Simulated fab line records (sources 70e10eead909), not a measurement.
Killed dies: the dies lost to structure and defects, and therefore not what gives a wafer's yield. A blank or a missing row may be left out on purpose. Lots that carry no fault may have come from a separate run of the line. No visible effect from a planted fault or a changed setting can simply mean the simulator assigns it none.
Which tool was responsible? -- flow nandHarc -- 39 wafers from 13 lots sampled at 5 of the route's 1302 steps

## WHAT THE GAUGES SHOWED, per wafer
NHARC_END_SORT_01. Usual: value, then standard deviation, for each; defectLimitedYield 90.7 % / 2.9; killedAtArray 58 / 20; killedAtOther 1.0 / 1.2; killedAtPeriphery 4.1 / 3; killedDies 63 / 20; killedOpen 3.2 / 1.7; killedShort 2.5 / 1.5.
lot,measured,on,defectLimitedYield (%),killedAtArray,killedAtOther,killedAtPeriphery,killedDies,killedOpen,killedShort,flag
L319,day 27 08:33,prober-01,78.7 77.4 76.7,73 73 82,0 0 0,71 80 76,144 153 158,6 4 1,4 4 2,OFF
L320,day 27 23:50,prober-02,80.8 88.6 80.5,55 45 58,0 0 0,75 32 74,130 77 132,3 2 3,2 0 1,OFF
L325,day 30 05:30,prober-01,92.5 90.8 90.5,50 58 60,0 1 2,1 3 2,51 62 64,3 4 3,3 4 4,
L326,day 30 04:41,prober-02,89.8 88.3 89.7,64 73 64,0 0 0,5 6 6,69 79 70,3 4 3,3 2 2,
L327,day 30 22:38,prober-02,91.6 92.5 93.4,55 46 39,1 4 0,1 1 6,57 51 45,4 2 2,2 1 2,
L329,day 31 15:04,prober-02,89.1 89.2 91.1,72 70 57,1 0 0,1 3 3,74 73 60,4 4 3,1 7 3,

## TOOL THAT RAN EACH LOT (tool first, then ch and the chambers of the sampled wafers, then the start)
lot,NHARC_P_BONDPAD_PVD_27,NHARC_THIN_TSV_DEP_47,NHARC_THIN_TSV_STRIP_62,NHARC_THIN_TSV_DEGAS_53
L313,"pvdSputter-02, day 7 16:28","pecvd-01 ch 0,2, day 24 13:00","plasmaAsher-01 ch 0,1, day 24 13:44","pvdSputter-01, day 24 15:58"
L318,"pvdSputter-02, day 9 11:13","pecvd-02 ch 0,1, day 26 08:25","plasmaAsher-01 ch 0,1, day 26 09:10","pvdSputter-01, day 26 11:22"
L319,"pvdSputter-02, day 10 00:22","pecvd-04 ch 0,1,2, day 26 18:08","plasmaAsher-01 ch 0,1, day 26 18:54","pvdSputter-01, day 26 21:05"
L320,"pvdSputter-02, day 10 12:37","pecvd-02 ch 0,1, day 27 10:46","plasmaAsher-02 ch 0,1, day 27 11:35","pvdSputter-01, day 27 13:45"
L323,"pvdSputter-03, day 11 13:25","pecvd-04 ch 1,2, day 27 22:47","plasmaAsher-02 ch 0,1, day 27 23:32","pvdSputter-03, day 28 01:47"
L324,"pvdSputter-01, day 11 23:41","pecvd-04 ch 1,2, day 29 00:12","plasmaAsher-01 ch 0,1, day 29 01:00","pvdSputter-02, day 29 03:07"
L325,"pvdSputter-01, day 12 16:28","pecvd-02 ch 0,1,2, day 29 15:44","plasmaAsher-02 ch 0,1, day 29 16:31","pvdSputter-01, day 29 18:41"
L326,"pvdSputter-01, day 12 19:52","pecvd-02 ch 0,1,2, day 29 16:58","plasmaAsher-01 ch 0,1, day 29 17:41","pvdSputter-02, day 29 19:50"
L327,"pvdSputter-02, day 13 08:10","pecvd-01 ch 0,1, day 30 10:18","plasmaAsher-02 ch 0,1, day 30 11:01","pvdSputter-03, day 30 13:12"
L328,"pvdSputter-01, day 13 18:01","pecvd-04 ch 0,1,2, day 30 09:32","plasmaAsher-01 ch 0,1, day 30 10:19","pvdSputter-02, day 30 12:26"
L329,"pvdSputter-03, day 14 05:26","pecvd-01 ch 0,1,2, day 31 01:58","plasmaAsher-01 ch 0,1, day 31 02:43","pvdSputter-01, day 31 04:52"
L330,"pvdSputter-03, day 14 09:39","pecvd-02 ch 0,1,2, day 31 08:27","plasmaAsher-02 ch 0,1, day 31 09:07","pvdSputter-01, day 31 11:15"
L333,"pvdSputter-02, day 16 01:42","pecvd-01 ch 0,1,2, day 32 17:38","plasmaAsher-02 ch 0,1, day 32 18:23","pvdSputter-02, day 32 20:33"
- NHARC_P_BONDPAD_PVD_27: deposits Cu, target thk 30 nm, time 20.49 s.
- NHARC_THIN_TSV_DEP_47: deposits SiO2, target thk 200 nm.
- NHARC_THIN_TSV_STRIP_62: strips in N2/H2, time 20 s.
- NHARC_THIN_TSV_DEGAS_53: time 60 s.

## AS READ BY THE TOOLS THEMSELVES (means over the sampled wafers that have a number; for cases with no such wafer, the mark the record gives instead)
NHARC_P_BONDPAD_PVD_27. Usual: throttleValvePct reads 30.1 % (standard deviation 0.6).
lot,tool,throttleValvePct (%),flag
L313,pvdSputter-02,30.2,
L318,pvdSputter-02,30.2,
L319,pvdSputter-02,30.2,
L320,pvdSputter-02,30.0,
L323,pvdSputter-03,29.8,
L324,pvdSputter-01,30.1,
L325,pvdSputter-01,30.3,
L326,pvdSputter-01,29.9,
L327,pvdSputter-02,30.1,
L328,pvdSputter-01,29.8,
L329,pvdSputter-03,30.9,
L330,pvdSputter-03,29.6,
L333,pvdSputter-02,29.5,

NHARC_THIN_TSV_DEP_47. Usual: rfFwdPowerW 897.8 W, standard deviation 2.6; throttleValvePct 15.9 %, standard deviation 0.75.
lot,tool,rfFwdPowerW (W),throttleValvePct (%),flag
L313,pecvd-01,898.2,15.7,
L318,pecvd-02,899.6,15.4,
L319,pecvd-04,899.9,16.1,
L320,pecvd-02,895.7,15.6,
L323,pecvd-04,900.2,15.7,
L324,pecvd-04,899.0,15.7,
L325,pecvd-02,896.0,15.7,
L326,pecvd-02,898.2,15.7,
L327,pecvd-01,893.5,15.5,
L328,pecvd-04,896.9,15.9,
L329,pecvd-01,896.3,16.0,
L330,pecvd-02,898.6,15.9,
L333,pecvd-01,898.7,15.8,

NHARC_THIN_TSV_STRIP_62. Usual: drypumpMotorCurrentA 5.6 A, standard deviation 0.45; heaterPowerW 316 W, standard deviation 28.
lot,tool,drypumpMotorCurrentA (A),heaterPowerW (W),flag
L313,plasmaAsher-01,5.5,303,
L318,plasmaAsher-01,5.2,298,
L319,plasmaAsher-01,5.2,297,
L320,plasmaAsher-02,6.2,349,
L323,plasmaAsher-02,6.2,353,
L324,plasmaAsher-01,5.2,295,
L325,plasmaAsher-02,6.1,330,
L326,plasmaAsher-01,5.4,296,
L327,plasmaAsher-02,6.2,356,
L328,plasmaAsher-01,5.4,309,
L329,plasmaAsher-01,5.4,309,
L330,plasmaAsher-02,6.2,352,
L333,plasmaAsher-02,6.2,354,

NHARC_THIN_TSV_DEGAS_53. Usual: heaterPowerW reads 468 W (standard deviation 40).
lot,tool,heaterPowerW (W),flag
L313,pvdSputter-01,457,
L318,pvdSputter-01,454,
L319,pvdSputter-01,481,
L320,pvdSputter-01,490,
L323,pvdSputter-03,482,
L324,pvdSputter-02,454,
L325,pvdSputter-01,446,
L326,pvdSputter-02,455,
L327,pvdSputter-03,469,
L328,pvdSputter-02,457,
L329,pvdSputter-01,491,
L330,pvdSputter-01,484,
L333,pvdSputter-02,461,

## THE ANSWER, worked out from the rows above alone
Rule: lot off if the mean of its wafers having a number is beyond 3 standard deviations from the usual mean. A lot without any number at a reading at which 4 lots or more have one is off too. The other lots that the step has rows for count as sound. First the gauges in route order, then the tools' own readings, where a lot's mean is used as printed above. At the first step where some lot is off, the reading lying furthest off is the one used; lots without a number count as furthest.
Off at NHARC_END_SORT_01 (killedAtPeriphery): L319, L320. Neither off nor sound, because the step has no rows for them: L313, L318, L323, L324, L328, L330, L333.
A tool fits if, at a process step before that reading, it ran every lot that is off, and no sound lot after the first of them. The gauges at NHARC_END_SORT_01 are tried like those tools. Not one of the candidates tried fits.

## WHAT HAD BEEN PUT IN BY THE SIMULATOR
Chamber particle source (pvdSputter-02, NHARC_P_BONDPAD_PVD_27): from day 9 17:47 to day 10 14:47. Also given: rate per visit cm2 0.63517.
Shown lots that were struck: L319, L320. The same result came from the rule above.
